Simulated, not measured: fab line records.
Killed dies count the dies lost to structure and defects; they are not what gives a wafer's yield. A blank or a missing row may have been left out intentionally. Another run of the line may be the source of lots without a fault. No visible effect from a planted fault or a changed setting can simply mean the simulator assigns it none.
Which tool was responsible? || flow n5_finfet || Sampling: 11 lots, 33 wafers, 4 of 1938 route steps

WHAT THE GAUGES READ, wafer by wafer
N5_BEOL_M13_INSPECT_55: inspects for defects (darkfield).
{"lot": "L838", "measured": "day 11 09:46", "on": "defect_inspect-02", "raw_defect_count": "91 41 57"}
{"lot": "L839", "measured": "day 11 16:23", "on": "defect_inspect-02", "raw_defect_count": "99 96 55"}
{"lot": "L841", "measured": "day 11 23:18", "on": "defect_inspect-01", "raw_defect_count": "40 79 80"}
{"lot": "L843", "measured": "day 12 16:34", "on": "defect_inspect-01", "raw_defect_count": "88 121 86"}
{"lot": "L845", "measured": "day 13 16:53", "on": "defect_inspect-01", "raw_defect_count": "82 87 52"}
{"lot": "L852", "measured": "day 15 01:33", "on": "defect_inspect-02", "raw_defect_count": "77 92 654"}
{"lot": "L853", "measured": "day 15 10:58", "on": "defect_inspect-02", "raw_defect_count": "54 686 52"}
{"lot": "L856", "measured": "day 15 19:14", "on": "defect_inspect-02", "raw_defect_count": "56 32 56"}
{"lot": "L855", "measured": "day 15 20:18", "on": "defect_inspect-02", "raw_defect_count": "80 78 102"}
{"lot": "L857", "measured": "day 16 04:41", "on": "defect_inspect-02", "raw_defect_count": "63 49 83"}
{"lot": "L859", "measured": "day 16 18:46", "on": "defect_inspect-02", "raw_defect_count": "28 53 39"}

WHICH TOOL RAN EACH LOT (tool, then ch and the chambers of the sampled wafers, then the start)
{"lot": "L838", "N5_BEOL_M13_STRIP_37": "plasma_asher-02 ch 0,1, day 11 08:04", "N5_BEOL_M13_SPUTTER_44": "pvd_sputter-01, day 11 08:33", "N5_BEOL_M13_DEP_53": "pecvd-01 ch 0,1,2, day 11 09:41"}
{"lot": "L839", "N5_BEOL_M13_STRIP_37": "plasma_asher-01 ch 0,1, day 11 10:14", "N5_BEOL_M13_SPUTTER_44": "pvd_sputter-02, day 11 15:01", "N5_BEOL_M13_DEP_53": "pecvd-02 ch 0,1,2, day 11 16:17"}
{"lot": "L841", "N5_BEOL_M13_STRIP_37": "plasma_asher-02 ch 0,1, day 11 19:35", "N5_BEOL_M13_SPUTTER_44": "pvd_sputter-03, day 11 22:04", "N5_BEOL_M13_DEP_53": "pecvd-02 ch 0,2, day 11 23:13"}
{"lot": "L843", "N5_BEOL_M13_STRIP_37": "plasma_asher-01 ch 0,1, day 12 14:35", "N5_BEOL_M13_SPUTTER_44": "pvd_sputter-02, day 12 15:26", "N5_BEOL_M13_DEP_53": "pecvd-04 ch 0,1,2, day 12 16:28"}
{"lot": "L845", "N5_BEOL_M13_STRIP_37": "plasma_asher-02 ch 0,1, day 13 15:10", "N5_BEOL_M13_SPUTTER_44": "pvd_sputter-01, day 13 15:46", "N5_BEOL_M13_DEP_53": "pecvd-02 ch 0,2, day 13 16:47"}
{"lot": "L852", "N5_BEOL_M13_STRIP_37": "plasma_asher-01 ch 0,1, day 14 22:34", "N5_BEOL_M13_SPUTTER_44": "pvd_sputter-02, day 15 00:26", "N5_BEOL_M13_DEP_53": "pecvd-02 ch 0,1,2, day 15 01:28"}
{"lot": "L853", "N5_BEOL_M13_STRIP_37": "plasma_asher-02 ch 0,1, day 15 08:53", "N5_BEOL_M13_SPUTTER_44": "pvd_sputter-01, day 15 09:49", "N5_BEOL_M13_DEP_53": "pecvd-02 ch 1,2, day 15 10:52"}
{"lot": "L856", "N5_BEOL_M13_STRIP_37": "plasma_asher-02 ch 0,1, day 15 16:49", "N5_BEOL_M13_SPUTTER_44": "pvd_sputter-01, day 15 17:53", "N5_BEOL_M13_DEP_53": "pecvd-01 ch 0,1, day 15 19:09"}
{"lot": "L855", "N5_BEOL_M13_STRIP_37": "plasma_asher-02 ch 0,1, day 15 17:25", "N5_BEOL_M13_SPUTTER_44": "pvd_sputter-02, day 15 19:11", "N5_BEOL_M13_DEP_53": "pecvd-04 ch 0,2, day 15 20:13"}
{"lot": "L857", "N5_BEOL_M13_STRIP_37": "plasma_asher-02 ch 0,1, day 16 02:58", "N5_BEOL_M13_SPUTTER_44": "pvd_sputter-02, day 16 03:33", "N5_BEOL_M13_DEP_53": "pecvd-04 ch 0,1,2, day 16 04:35"}
{"lot": "L859", "N5_BEOL_M13_STRIP_37": "plasma_asher-01 ch 0,1, day 16 13:32", "N5_BEOL_M13_SPUTTER_44": "pvd_sputter-03, day 16 17:38", "N5_BEOL_M13_DEP_53": "pecvd-01 ch 1,2, day 16 18:39"}
- N5_BEOL_M13_STRIP_37: strips in N2/H2.
- N5_BEOL_M13_SPUTTER_44: material Ta, target thk 10 nm, time 16.13 s.
- N5_BEOL_M13_DEP_53: deposits SiCN from 3MS/NH3, target thk 50 nm, time 17.8 s.

THE ANSWER, worked out from the rows above alone
Rule: usual is defined by the lots themselves. Put in order of their means at a reading, lots are off if they are a third of the lots or fewer, leave a main group of 4 or more, and stand apart from it by a gap of 3 or more times the standard deviation of the main group's means; of several such gaps the widest counts. Not used: any main group whose means are identical at the precision the tables above print for the reading. A lot without any number at a reading at which 4 lots or more have one is off too. Any other lot the step has rows for is counted as sound.
Off, at N5_BEOL_M13_INSPECT_55 on raw_defect_count: L852, L853. Main group: mean 69, sd 17.
If a tool, at a process step before that reading, ran all the lots that are off and no sound lot after the first of them, it fits. Gauges at N5_BEOL_M13_INSPECT_55: tried the same way as those tools. One candidate fits, namely pecvd-02 at N5_BEOL_M13_DEP_53. A fault onset in the window from L845 (day 13 16:47, its last sound lot) to L852 (day 15 01:28, its first lot off) fits.

WHAT WAS PUT IN BY THE SIMULATOR
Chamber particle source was pecvd-02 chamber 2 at N5_BEOL_M13_DEP_53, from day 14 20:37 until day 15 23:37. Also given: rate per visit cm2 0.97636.
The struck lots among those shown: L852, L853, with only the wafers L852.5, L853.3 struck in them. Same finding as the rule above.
